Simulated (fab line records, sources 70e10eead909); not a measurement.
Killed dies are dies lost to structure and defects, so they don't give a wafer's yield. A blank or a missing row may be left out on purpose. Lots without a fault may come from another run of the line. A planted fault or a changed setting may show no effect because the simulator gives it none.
fab line records | flow nand_harc
record lots=7 wafers=21 last_day=32
route steps=1302 shown A_CONTACT@1073 A_BLC@1107 END@1302
lots that met no fault: from a run of the same line without faults
start_h: hours from the record's first day to the start of the lot's first wafer shown | wait_h: hours since the lot's step before | " the same as in the row above | L1.1+2: a row that stands for several wafers | - no value, or no start given | * or withheld: withheld | < > ~ a bound
route shown NAME@n: a module of which the file shows steps, and the number in the route of the first | usual: mean/standard deviation of fault-free wafers | same: alike in all rows | chamber/n: place in a boat | sites: the reading at each site | _std_site: their standard deviation | _edge_site: outer sites' mean less inner sites' | radius_mm: how far each site lies from the wafer's centre | mask NAME#n: copy n | behind: the tool/chamber that last shaped the wafer | hold: why the lot was held/for how many hours/how that ended | device: the transistor (n, p or np) that didn't switch | end of line: the same wafers' tests at the end of the route | a step without rows: its recipe alone | killed: dies lost to structure and defects at the first sort, not the wafer's yield | map: a wafer's dies, x killed, . not, _ none there
set.NAME: the setting as run; set.NAME@STEP: as run at that earlier step | model.NAME: the simulator's own value behind a step, which no gauge read
lots at some steps of the route; a table a step, a row a wafer
services: from which hour (start_h, from the record's first day; less than 0 if before it) a tool's chamber was out of use, for how many hours, and why
## steps
# step NHARC_A_CONTACT_SOFTBAKE_03
# recipe temp_c=105 time_s=55
# step NHARC_A_CONTACT_EBR_04
# step NHARC_A_CONTACT_EXPOSE_05
# recipe na=1.35 sigma_outer=0.8 dose_mj=84.24 mask_id=A_CC
# step NHARC_A_CONTACT_PEB_06
# recipe peb_temp_c=100 peb_time_s=65
# step NHARC_A_CONTACT_DEVELOP_07
# recipe develop_time_s=35 dev_temp_c=23
# step NHARC_A_CONTACT_CD_MEAS_08
# recipe target_cd_nm=200 landing_energy_ev=500
# usual cd_nm=200.0/0.44
# columns lot.wafer tool chamber start_h wait_h cd_nm
L817.2 cd_sem-03 0 567.51 - 199.6
L817.5 " 0 " " 200.5
L817.6 " 0 " " 199.8
L820.1 cd_sem-01 0 594.72 - 199.4
L820.2 " 0 " " 200.0
L820.5 " 0 " " 200.0
L822.2 cd_sem-02 0 628.20 - 200.2
L822.3 " 0 " " 200.1
L822.4 " 0 " " 200.3
L824.1 cd_sem-01 0 635.89 - 200.0
L824.2 " 0 " " 200.3
L824.5 " 0 " " 200.1
L825.1 cd_sem-02 0 640.70 - 200.2
L825.2 " 0 " " 200.0
L825.5 " 0 " " 199.8
L830.1 cd_sem-01 0 704.63 - 200.2
L830.3 " 0 " " 200.7
L830.6 " 0 " " 200.2
L831.3 cd_sem-02 0 708.42 - 199.8
L831.4 " 0 " " 199.6
L831.6 " 0 " " 199.4
# step NHARC_A_CONTACT_OVL_MEAS_09
# usual overlay_x_nm=-0.3/0.89 overlay_y_nm=-0.1/0.87
# columns lot.wafer tool chamber start_h wait_h overlay_x_nm overlay_y_nm
L817.2 overlay-02 - 567.59 - -1.5 0.2
L817.5 " - " " -1.6 -0.1
L817.6 " - " " -1.9 0.0
L820.1 overlay-02 - 594.81 - -0.2 0.1
L820.2 " - " " -0.5 -0.5
L820.5 " - " " -0.5 0.0
L822.2 overlay-01 - 628.29 - -0.2 -0.8
L822.3 " - " " 0.3 -0.2
L822.4 " - " " -0.6 0.1
L824.1 overlay-02 - 635.98 - 1.4 -0.3
L824.2 " - " " 0.9 -1.2
L824.5 " - " " 1.2 -0.6
L825.1 overlay-01 - 640.79 - -1.2 1.0
L825.2 " - " " -1.7 0.8
L825.5 " - " " -1.4 1.7
L830.1 overlay-02 - 704.72 - -0.1 -1.0
L830.3 " - " " -0.5 -0.7
L830.6 " - " " -0.4 -0.7
L831.3 overlay-01 - 708.51 - 0.8 0.0
L831.4 " - " " 1.0 -0.5
L831.6 " - " " 1.0 0.0
# step NHARC_A_CONTACT_INSPECT_10
# usual raw_defect_count=90/35
# columns lot.wafer tool chamber start_h wait_h raw_defect_count
L817.2 defect_inspect-01 - 567.63 0.0 123
L817.5 " - " " 112
L817.6 " - " " 105
L820.1 defect_inspect-01 - 594.85 0.0 134
L820.2 " - " " 123
L820.5 " - " " 112
L822.2 defect_inspect-02 - 628.33 0.0 108
L822.3 " - " " 118
L822.4 " - " " 109
L824.1 defect_inspect-02 - 636.01 0.0 69
L824.2 " - " " 84
L824.5 " - " " 64
L825.1 defect_inspect-02 - 640.82 0.0 171
L825.2 " - " " 174
L825.5 " - " " 123
L830.1 defect_inspect-01 - 704.75 0.0 124
L830.3 " - " " 118
L830.6 " - " " 105
L831.3 defect_inspect-01 - 708.54 0.0 30
L831.4 " - " " 35
L831.6 " - " " 36
# step NHARC_A_CONTACT_DESCUM_13
# recipe time_s=3 o2_flow_sccm=200 ar_flow_sccm=0 bias_power_w=0 chemistry=O2
# step NHARC_A_CONTACT_ETCH_88
# recipe target_depth_a=390 over_etch_frac=0.3 time_s=65 ion_energy_ev=80 cf4_flow_sccm=150 ar_flow_sccm=0 rf_w=300 bias_w=100 chemistry=CF4
# step NHARC_A_CONTACT_ETCH_89
# recipe target_depth_a=2600 over_etch_frac=0.3 time_s=475.3 ion_energy_ev=200 n2_flow_sccm=150 h2_flow_sccm=150 ar_flow_sccm=0 rf_w=400 bias_w=150 chemistry=N2/H2
# step NHARC_A_CONTACT_ETCH_30
# recipe target_depth_a=726 time_s=36.3 cf4_flow_sccm=100 chf3_flow_sccm=30 ar_flow_sccm=0 rf_w=500 bias_w=200 chemistry=CF4/CHF3
# usual drypump_motor_current_A=5.8/0.52 oes_product_au=0.938/0.021 rf_vpp_V=370.4/2.1 showerhead_plenum_p_Torr=1.57/0.057 throttle_valve_pct=16.802/0.0096
# columns lot.wafer tool chamber start_h wait_h drypump_motor_current_A oes_product_au rf_hours_counter_h rf_vpp_V showerhead_plenum_p_Torr throttle_valve_pct
L817.2 rie_diel-11 0 - - 5.2 0.925 23 373.5 1.63 16.805
L817.5 " 3 " " 6.6 0.924 - 367.5 1.48 16.814
L817.6 " 0 " " 5.2 0.932 - 373.4 1.63 16.810
L820.2 rie_diel-11 2 - - 5.5 0.962 28 372.4 1.60 16.802
L820.1 " 3 " " 6.6 0.946 25 367.5 1.48 16.817
L820.5 " 2 " " 5.4 0.955 - 371.8 1.59 16.811
L822.4 rie_diel-11 1 - - 5.4 0.960 2 372.5 1.58 16.805
L822.3 " 3 " " 6.6 0.980 1 368.3 1.48 16.798
L822.2 " 0 " " 5.2 0.963 1 372.2 1.63 16.802
L824.2 rie_diel-11 1 - - 5.5 0.921 3 372.1 1.58 16.807
L824.1 " 3 " " 6.5 0.924 3 366.6 1.48 16.792
L824.5 " 1 " " 5.5 0.921 - 370.4 1.58 16.804
L825.2 rie_diel-11 0 - - 5.2 0.989 4 371.6 1.63 16.796
L825.1 " 1 " " 5.5 0.969 4 372.3 1.58 16.797
L825.5 " 3 " " 6.5 0.959 - 366.8 1.48 16.813
L830.3 rie_diel-08 1 - - 5.7 0.924 50 370.1 1.51 16.795
L830.1 " 2 " " 6.2 0.940 47 370.0 1.57 16.785
L830.6 " 2 " " 6.2 0.942 - 369.6 1.57 16.794
L831.4 rie_diel-11 2 - - 5.5 0.937 17 369.9 1.59 16.795
L831.3 " 0 " " 5.2 0.932 14 370.9 1.63 16.794
L831.6 " 2 " " 5.5 0.921 - 370.4 1.59 16.803
# step NHARC_A_CONTACT_ETCH_31
# recipe target_depth_a=28000 over_etch_frac=0.3 time_s=728 ion_energy_ev=150 o2_flow_sccm=400 cos_flow_sccm=20 ar_flow_sccm=0 rf_w=500 bias_w=300 chemistry=O2/COS
# usual drypump_motor_current_A=5.8/0.52 oes_product_au=1.001/0.008 rf_vpp_V=313.9/1.9 showerhead_plenum_p_Torr=3.11/0.11 throttle_valve_pct=28.330/0.009
# columns lot.wafer tool chamber start_h wait_h drypump_motor_current_A oes_product_au rf_hours_counter_h rf_vpp_V showerhead_plenum_p_Torr throttle_valve_pct
L817.2 rie_diel-11 0 568.40 - 5.2 1.004 23 315.5 3.24 28.328
L817.5 " 2 " " 5.4 1.001 - 314.8 3.17 28.327
L817.6 " 3 " " 6.6 0.998 - 311.1 2.94 28.353
L820.2 rie_diel-11 0 595.61 - 5.2 1.004 27 316.6 3.23 28.329
L820.1 " 1 " " 5.5 1.001 29 316.0 3.15 28.338
L820.5 " 2 " " 5.5 0.998 - 316.1 3.16 28.338
L822.4 rie_diel-11 0 628.98 - 5.2 1.000 1 314.6 3.23 28.320
L822.3 " 1 " " 5.4 0.995 2 314.4 3.14 28.341
L822.2 " 3 " " 6.5 0.994 1 311.3 2.94 28.326
L824.2 rie_diel-11 3 636.72 - 6.6 1.003 3 311.1 2.94 28.329
L824.1 " 0 " " 5.2 1.003 3 316.8 3.23 28.330
L824.5 " 3 " " 6.6 1.003 - 310.4 2.94 28.314
L825.1 rie_diel-11 0 641.48 - 5.2 1.006 4 316.6 3.23 28.328
L825.2 " 1 " " 5.5 0.999 4 314.7 3.14 28.340
L825.5 " 1 " " 5.5 0.990 - 313.1 3.14 28.336
L830.1 rie_diel-08 0 705.42 - 6.4 1.006 47 312.1 3.01 28.326
L830.3 " 1 " " 5.7 1.002 50 311.9 3.00 28.338
L830.6 " 0 " " 6.4 1.015 - 311.4 3.01 28.331
L831.3 rie_diel-11 2 709.25 - 5.4 0.992 17 313.8 3.15 28.337
L831.4 " 3 " " 6.6 1.006 14 310.4 2.93 28.336
L831.6 " 1 " " 5.5 0.992 - 314.8 3.14 28.320
# step NHARC_A_CONTACT_ETCH_134
# recipe source_w=withheld pressure_mtorr=20 bias_v=withheld time_s=140 target_depth_a=7000 ar_flow_sccm=withheld c4f8_flow_sccm=withheld o2_flow_sccm=withheld chemistry=C4F8/O2/Ar
# columns lot.wafer tool chamber start_h wait_h rf_hours_counter_h
L817.2 har_cap_etch-02 0 568.82 - 96
L817.6 " 0 " " -
L817.5 " 1 " " -
L820.2 har_cap_etch-02 1 596.04 - 101
L820.1 " 0 " " 101
L820.5 " 0 " " -
L822.2 har_cap_etch-01 0 629.54 - 18
L822.4 " 1 " " -
L822.3 " 0 " " -
L824.2 har_cap_etch-02 0 637.19 - 110
L824.1 " 1 " " 110
L824.5 " 1 " " -
L825.1 har_cap_etch-03 1 642.02 - 67
L825.2 " 0 " " 67
L825.5 " 0 " " -
L830.1 har_cap_etch-01 1 705.98 - 31
L830.3 " 1 " " -
L830.6 " 0 " " -
L831.3 har_cap_etch-01 0 709.79 - -
L831.4 " 1 " " -
L831.6 " 1 " " -
# step NHARC_A_CONTACT_ETCH_135
# recipe source_w=withheld pressure_mtorr=20 bias_v=1200 time_s=311 target_depth_a=19120 ar_flow_sccm=withheld c4f8_flow_sccm=withheld o2_flow_sccm=withheld chemistry=C4F8/O2/Ar
# step NHARC_A_CONTACT_ETCH_136
# recipe source_w=withheld pressure_mtorr=20 bias_v=1200 time_s=311 target_depth_a=19120 ar_flow_sccm=withheld c4f8_flow_sccm=withheld o2_flow_sccm=withheld chemistry=C4F8/O2/Ar
# step NHARC_A_CONTACT_ETCH_137
# recipe source_w=withheld pressure_mtorr=20 bias_v=1200 time_s=311 target_depth_a=19120 ar_flow_sccm=withheld c4f8_flow_sccm=withheld o2_flow_sccm=withheld chemistry=C4F8/O2/Ar
# step NHARC_A_CONTACT_ETCH_138
# recipe source_w=withheld pressure_mtorr=20 bias_v=1200 time_s=311 target_depth_a=19140 ar_flow_sccm=withheld c4f8_flow_sccm=withheld o2_flow_sccm=withheld chemistry=C4F8/O2/Ar
# step NHARC_A_CONTACT_ETCH_139
# recipe source_w=withheld pressure_mtorr=20 bias_v=400 time_s=195 target_depth_a=8400 ar_flow_sccm=withheld c4f8_flow_sccm=11.5 o2_flow_sccm=7.2 chemistry=C4F8/O2/Ar
# step NHARC_A_CONTACT_ETCH_92
# recipe target_depth_a=400 over_etch_frac=0.5 time_s=85.7 ion_energy_ev=120 ch3f_flow_sccm=50 o2_flow_sccm=30 ar_flow_sccm=200 rf_w=500 bias_w=100 chemistry=CH3F/O2
# step NHARC_A_CONTACT_ETCH_98
# recipe target_depth_a=200 over_etch_frac=0.5 time_s=10 ion_energy_ev=250 c4f6_flow_sccm=25 o2_flow_sccm=20 ar_flow_sccm=500 rf_w=600 bias_w=500 chemistry=C4F6/O2
# usual drypump_motor_current_A=5.8/0.5 oes_product_au=0.954/0.019 rf_vpp_V=546.8/2.9 showerhead_plenum_p_Torr=3.92/0.14 throttle_valve_pct=26.903/0.0089
# columns lot.wafer tool chamber start_h wait_h drypump_motor_current_A oes_product_au rf_hours_counter_h rf_vpp_V showerhead_plenum_p_Torr throttle_valve_pct
L817.2 rie_diel-11 1 - - 5.5 0.938 25 549.2 3.96 26.893
L817.5 " 3 " " 6.6 0.947 - 542.7 3.71 26.912
L817.6 " 0 " " 5.2 0.963 - 548.9 4.06 26.908
L820.2 rie_diel-03 0 - - 5.7 0.930 51 544.2 3.79 26.905
L820.1 " 2 " " 6.4 0.949 40 542.7 3.74 26.911
L820.5 " 1 " " 5.6 0.935 - 548.3 4.01 26.893
L822.3 rie_diel-03 2 631.51 0.1 6.5 0.947 53 542.2 3.73 26.908
L822.2 " 3 " " 6.2 0.956 53 550.8 4.12 26.914
L822.4 " 2 " " 6.4 0.935 - 542.7 3.73 26.908
L824.2 rie_diel-11 0 - - 5.2 0.947 3 551.1 4.06 26.908
L824.1 " 1 " " 5.5 0.927 4 547.9 3.95 26.915
L824.5 " 3 " " 6.6 0.943 - 541.5 3.70 26.891
L825.2 rie_diel-11 3 - - 6.6 0.955 5 542.9 3.70 26.896
L825.1 " 0 " " 5.2 0.958 5 549.9 4.05 26.897
L825.5 " 3 " " 6.6 0.955 - 542.1 3.70 26.902
L830.1 rie_diel-08 3 - - 6.1 0.961 47 549.5 4.09 26.903
L830.3 " 1 " " 5.7 0.949 51 544.3 3.77 26.902
L830.6 " 0 " " 6.4 0.955 - 545.3 3.79 26.896
L831.3 rie_diel-11 1 - - 5.5 0.931 16 547.6 3.94 26.901
L831.4 " 2 " " 5.4 0.951 17 547.3 3.96 26.919
L831.6 " 2 " " 5.4 0.945 - 548.5 3.96 26.903
# step NHARC_A_CONTACT_CD_MEAS_15
# usual cd_nm=189.9/0.51
# columns lot.wafer tool chamber start_h wait_h cd_nm
L817.2 cd_sem-02 - 570.89 - 189.6
L817.5 " - " " 190.0
L817.6 " - " " 189.8
L820.1 cd_sem-02 - 598.09 - 189.7
L820.2 " - " " 190.1
L820.5 " - " " 189.8
L822.2 cd_sem-03 - 631.60 - 190.3
L822.3 " - " " 190.2
L822.4 " - " " 190.1
L824.1 cd_sem-02 - 639.26 - 189.1
L824.2 " - " " 189.1
L824.5 " - " " 189.0
L825.1 cd_sem-03 - 644.42 - 189.4
L825.2 " - " " 189.8
L825.5 " - " " 189.4
L830.1 cd_sem-01 - 708.00 - 189.4
L830.3 " - " " 189.8
L830.6 " - " " 189.9
L831.3 cd_sem-01 - 711.79 - 189.3
L831.4 " - " " 190.1
L831.6 " - " " 190.5
# step NHARC_A_CONTACT_STRIP_107
# recipe n2_flow_sccm=150 h2_flow_sccm=150 ar_flow_sccm=0 bias_w=0 chemistry=N2/H2
# step NHARC_A_CONTACT_STRIP_108
# recipe cf4_flow_sccm=100 chf3_flow_sccm=30 ar_flow_sccm=0 bias_w=0 chemistry=CF4/CHF3
# step NHARC_A_CONTACT_STRIP_109
# recipe o2_flow_sccm=400 cos_flow_sccm=20 ar_flow_sccm=0 bias_w=0 chemistry=O2/COS
# step NHARC_A_CONTACT_ETCH_110
# recipe target_depth_a=600 overetch_a=60 time_s=33 ion_energy_ev=100 cf4_flow_sccm=80 o2_flow_sccm=20 ar_flow_sccm=0 rf_w=300 bias_w=100 chemistry=CF4/O2
# usual drypump_motor_current_A=5.8/0.5 oes_product_au=1.002/0.0067 rf_vpp_V=197.7/1.3 showerhead_plenum_p_Torr=1.33/0.05 throttle_valve_pct=13.397/0.0096
# columns lot.wafer tool chamber start_h wait_h drypump_motor_current_A oes_product_au rf_hours_counter_h rf_vpp_V showerhead_plenum_p_Torr throttle_valve_pct
L817.2 rie_diel-08 3 571.24 0.1 6.0 0.996 5 197.7 1.41 13.418
L817.6 " 0 " " 6.4 1.003 - 196.1 1.30 13.383
L817.5 " 1 " " 5.7 0.999 - 197.4 1.29 13.384
L820.2 rie_diel-11 0 598.39 0.1 5.2 1.016 27 199.4 1.38 13.393
L820.1 " 1 " " 5.4 0.991 29 198.9 1.35 13.399
L820.5 " 0 " " 5.2 1.002 - 198.2 1.38 13.390
L822.2 rie_diel-03 2 631.92 0.1 6.4 0.991 53 196.3 1.27 13.394
L822.3 " 0 " " 5.7 0.995 61 198.2 1.28 13.415
L822.4 " 2 " " 6.4 0.991 - 196.2 1.27 13.387
L824.2 rie_diel-08 0 639.55 0.0 6.4 1.000 24 196.1 1.29 13.400
L824.1 " 3 " " 6.0 1.000 25 198.6 1.40 13.391
L824.5 " 1 " " 5.7 1.007 - 197.6 1.28 13.401
L825.1 rie_diel-11 0 645.47 0.6 5.2 1.004 6 198.0 1.38 13.397
L825.2 " 1 " " 5.5 0.994 6 198.3 1.34 13.381
L825.5 " 3 " " 6.5 1.008 - 196.3 1.25 13.387
L830.1 rie_diel-11 2 708.30 0.1 5.4 1.005 16 198.3 1.35 13.392
L830.3 " 0 " " 5.2 1.008 14 199.0 1.38 13.397
L830.6 " 1 " " 5.5 0.994 - 197.3 1.34 13.408
L831.4 rie_diel-11 1 712.08 0.1 5.5 0.985 16 198.7 1.34 13.397
L831.3 " 2 " " 5.4 1.000 17 198.9 1.35 13.396
L831.6 " 2 " " 5.4 0.999 - 197.8 1.35 13.398
# step NHARC_A_CONTACT_STRIP_26
# recipe o2_flow_sccm=500 ar_flow_sccm=0 bias_w=0 chemistry=O2
# step NHARC_A_CONTACT_STRIP_27
# recipe time_s=600 temp_c=30 chemistry=post_etch_residue_remover
# step NHARC_A_CONTACT_ALD_18
# recipe target_thk_a=30 pulse_time_s=1 ald_cycles=150 temp_c=450 material=TiN
# step NHARC_A_CONTACT_CVD_19
# recipe target_thk_a=3000 temp_c=300 pressure_torr=40 wf6_flow_sccm=40 h2_flow_sccm=1600 ar_flow_sccm=1560 time_s=802 material=W
# usual heater_power_w=442/53 throttle_valve_pct=7.9/0.37
# columns lot.wafer tool chamber start_h wait_h heater_power_w throttle_valve_pct
L817.2 cvd_w-01 1 - - 378 8.5
L817.5 " 1 " " 381 8.4
L817.6 " 0 " " 479 7.7
L820.2 cvd_w-02 1 - - 410 7.7
L820.1 " 0 " " 491 8.2
L820.5 " 0 " " 490 8.2
L822.2 cvd_w-01 1 633.65 1.0 372 8.3
L822.3 " 0 " " 476 7.6
L822.4 " 1 " " 389 8.3
L824.2 cvd_w-01 1 - - 381 8.6
L824.1 " 0 " " 463 8.0
L824.5 " 0 " " 472 7.7
L825.1 cvd_w-01 0 - - 486 7.8
L825.2 " 1 " " 385 8.2
L825.5 " 0 " " 477 7.8
L830.1 cvd_w-02 0 - - 517 8.0
L830.3 " 1 " " 391 7.6
L830.6 " 1 " " 392 7.7
L831.4 cvd_w-01 0 - - 476 8.1
L831.3 " 1 " " 375 8.5
L831.6 " 1 " " 385 8.5
# step NHARC_A_CONTACT_CMP_20
# recipe t_overpolish_s=30 target_thk_nm=300
# step NHARC_A_CONTACT_SRD_22
# step NHARC_A_BLC_DEHYDRATE_00
# recipe temp_c=150 time_s=120
# step NHARC_A_BLC_HMDS_01
# recipe time_s=30
# step NHARC_A_BLC_COAT_02
# recipe temp_c=260 time_s=75
# step NHARC_A_BLC_COAT_03
# recipe temp_c=225 time_s=65
# step NHARC_A_BLC_COAT_04
# recipe spin_rpm=1500 resist_thk_nm=90
# step NHARC_A_BLC_SOFTBAKE_05
# recipe temp_c=105 time_s=55
# step NHARC_A_BLC_EBR_06
# step NHARC_A_BLC_EXPOSE_07
# recipe na=1.35 target_cd_nm=100 dose_mj=67.97 mask_id=A_BLC
# step NHARC_END_SORT_01
# recipe temp_c=25
# usual killed_at_array=59/19 killed_at_other=0.6/0.85 killed_at_periphery=3.8/2.5 killed_dies=64/19 killed_open=3.3/1.8 killed_short=2.2/1.6
# same gross_dies=677
# columns lot.wafer tool chamber start_h wait_h killed_at_array killed_at_other killed_at_periphery killed_dies killed_open killed_short
L822.2 prober-01 0 682.48 2.8 176 1 6 183 6 4
L822.3 prober-01 0 683.28 3.1 178 4 3 185 0 0
L822.4 prober-01 0 684.08 3.4 158 1 2 161 6 1
L824.1 prober-01 0 689.45 2.5 127 1 0 128 3 1
L824.2 prober-01 0 690.25 2.8 142 0 2 144 2 3
L824.5 prober-01 0 692.66 3.7 134 0 3 137 2 1
L825.1 prober-02 0 699.31 4.9 187 1 2 190 4 2
L825.2 prober-02 0 700.12 5.2 165 2 1 168 6 1
L825.5 prober-02 0 702.54 6.1 176 0 5 181 2 4
# killed by level:class
L822.2 A_CONTACT:unspecified=89 A_CHANNEL_HOLE_D1:chamber_film_flake=39 A_SLIT:chamber_film_flake=26 A_STAIRCASE:chamber_film_flake=8 A_CONTACT:chamber_film_flake=4 A_CHANNEL_FILL_D1:geometric_particle:short=3 P_CONTACT:geometric_particle:open=2 P_GATE:chamber_film_flake=2
L822.3 A_CONTACT:unspecified=101 A_CHANNEL_HOLE_D1:chamber_film_flake=35 A_SLIT:chamber_film_flake=32 A_STAIRCASE:chamber_film_flake=5 THIN_TSV:chamber_film_flake=4 A_WL_FILL:chamber_film_flake=3 P_GATE:chamber_film_flake=2 A_CONTACT:chamber_film_flake=2
L822.4 A_CONTACT:unspecified=86 A_SLIT:chamber_film_flake=28 A_CHANNEL_HOLE_D1:chamber_film_flake=27 A_STAIRCASE:chamber_film_flake=6 A_ONON_D1:geometric_particle:open=2 A_CHANNEL_HOLE_D2:chamber_film_flake=2 A_CHANNEL_FILL_D1:geometric_particle:open=1 A_DECK1_JOINT:geometric_particle:open=1
L824.1 A_CONTACT:unspecified=84 A_SLIT:chamber_film_flake=23 A_CONTACT:chamber_film_flake=7 A_CHANNEL_HOLE_D1:chamber_film_flake=6 A_CONTACT:geometric_particle:open=2 A_ZERO_WELL:chamber_film_flake=2 A_ONON_D1:geometric_particle:open=1 A_ONON_D2:geometric_particle:short=1
L824.2 A_CONTACT:unspecified=88 A_SLIT:chamber_film_flake=36 A_CONTACT:chamber_film_flake=6 A_CHANNEL_HOLE_D1:chamber_film_flake=3 A_STAIRCASE:chamber_film_flake=3 P_M0:geometric_particle:open=1 A_DECK1_JOINT:geometric_particle:short=1 A_CHANNEL_HOLE_D2:geometric_particle:short=1
L824.5 A_CONTACT:unspecified=86 A_SLIT:chamber_film_flake=30 A_CONTACT:chamber_film_flake=6 A_CHANNEL_HOLE_D1:chamber_film_flake=4 A_STAIRCASE:chamber_film_flake=2 A_CHANNEL_HOLE_D2:geometric_particle:short=1 A_CHANNEL_FILL_D2:geometric_particle:open=1 A_BLC:geometric_particle:open=1
L825.1 A_CONTACT:unspecified=88 A_CHANNEL_HOLE_D1:chamber_film_flake=36 A_SLIT:chamber_film_flake=34 A_CHANNEL_HOLE_D2:chamber_film_flake=12 A_CONTACT:chamber_film_flake=8 A_ONON_D2:geometric_particle:open=2 A_CHANNEL_FILL_D1:chamber_film_flake=2 A_BONDPAD:chamber_film_flake=2
L825.2 A_CONTACT:unspecified=80 A_SLIT:chamber_film_flake=38 A_CHANNEL_HOLE_D2:chamber_film_flake=16 A_CONTACT:chamber_film_flake=10 A_CHANNEL_HOLE_D1:chamber_film_flake=8 A_STAIRCASE:chamber_film_flake=4 A_BONDPAD:chamber_film_flake=3 A_M0:geometric_particle:open=2
L825.5 A_CONTACT:unspecified=91 A_CHANNEL_HOLE_D1:chamber_film_flake=35 A_SLIT:chamber_film_flake=26 A_CHANNEL_HOLE_D2:chamber_film_flake=7 A_STAIRCASE:chamber_film_flake=4 A_CONTACT:chamber_film_flake=4 A_SGD_CUT:geometric_particle:short=2 A_WL_FILL:chamber_film_flake=2
# map L822.3 (x killed, . not)
____________.____________
_________......._________
_______.......xxxx_______
______..........xxx______
_____.........xxxxxx_____
____..........xxx..x.____
____............xxxx.____
___.............xxxx..___
___..............xx...___
__........x....x.xx....__
__..............x...x..__
_..............xxx......_
_......................._
_...............x......._
_......................._
_......................._
.......x............x....
...................xx....
.........x...............
....xxxxx...x..x.x.......
....xxxxxx......x........
_...xxxxxx.......x......_
_.x.xxxxxx.x.xx..x......_
_..xxxxxxxx.xxxxx......._
_.xxxxxxxxxx.xxxx......x_
_..xxxxxxxxxxxxxxxx....._
__xxxxxxxxxxxxxx.......__
__.xxxxxxx....xx..x....__
___.xxxxxxx.xx.xxx....___
___xxxxxxxxx....xxx...___
____xxxxxxx.x...xx...____
____..xx.x...........____
_____xx.........x..._____
______...x.........______
_______x.........._______
_________......._________
____________.____________
# map L824.2 (x killed, . not)
____________.____________
_________....x.._________
_______.x......xxx_______
______.x...x.xxx...______
_____xxxx..xxxxxxx.._____
____.xxxx...xxxxxx...____
____xxxxxxx.xxxxxx...____
___xxxxxxx.x.xx..x....___
___xxxxxxxxxx..xx.....___
__xxxxxxxxx...x........__
__xxxxxxxxx............__
_..xxxxxxxx............._
_xxxxxxxxxx.xx.....x...._
_..xxxxxxxx............._
_...xxxxxxx....x........_
_..xxxxx......x........._
..x.x.x.x...........x....
.................x.......
.........................
..............x..........
.........................
_......................._
_......................._
_......................._
_......x................_
_...x..................._
__x....................__
__...................x.__
___.x.................___
___...................___
____.................____
____.......x.........____
_____..............._____
______x............______
_______..........._______
_________......._________
____________x____________
## services
# columns tool chamber start_h hours kind
rie_diel-08 - 545.69 9.0 pm
cvd_w-01 - 547.21 13.0 pm
rie_diel-11 0 565.53 - clean
rie_diel-11 1 565.53 - clean
rie_diel-11 2 565.53 - clean
rie_diel-11 3 565.53 - clean
rie_diel-11 0 590.03 - clean
rie_diel-11 1 590.03 - clean
rie_diel-11 2 590.03 - clean
rie_diel-11 3 590.03 - clean
rie_diel-11 - 610.48 9.0 pm
rie_diel-11 0 610.48 9.0 vent_cycle
rie_diel-11 1 610.48 9.0 vent_cycle
rie_diel-11 2 610.48 9.0 vent_cycle
rie_diel-11 3 610.48 9.0 vent_cycle
rie_diel-03 1 627.97 4.9 repair
cvd_w-02 - 631.00 13.0 pm
rie_diel-03 0 632.52 12.3 repair
rie_diel-03 - 636.63 9.0 pm
rie_diel-08 2 650.13 11.7 repair
har_cap_etch-03 - 653.46 0.8 repair
rie_diel-11 3 660.23 4.5 repair
cvd_w-01 1 667.06 1.2 repair
rie_diel-11 1 672.14 4.0 repair
## key
first_sign step=NHARC_END_SORT_01 reading=killed_dies direction=up sigmas=5.4 usual=64 struck=164
effect step=NHARC_END_SORT_01 reading=killed_at_array direction=up sigmas=5.4 usual=59 struck=160
more_kills_born_at NHARC_A_CONTACT_ETCH_31@rie_diel-11=784
met_at NHARC_A_CONTACT_ETCH_31
struck_wafers L822.2,L822.3,L822.4,L824.1,L824.2,L824.5,L825.1,L825.2,L825.5
tester_left_out L822,L824,L825
onset_between 595.61 628.98
fault kind=chamber_particle_source tool=rie_diel-11 chamber=- onset_h=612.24 steps=NHARC_A_CONTACT_ETCH_31 rate_per_visit_cm2=1.1086 end_h=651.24
# tester_left_out: of these lots the tester's yield and bins aren't shown, on N5 and GAA mostly nor the transistor test; their killed dies are dies lost to structure and defects alone, not to doping, threshold or leakage, so they don't give the yield
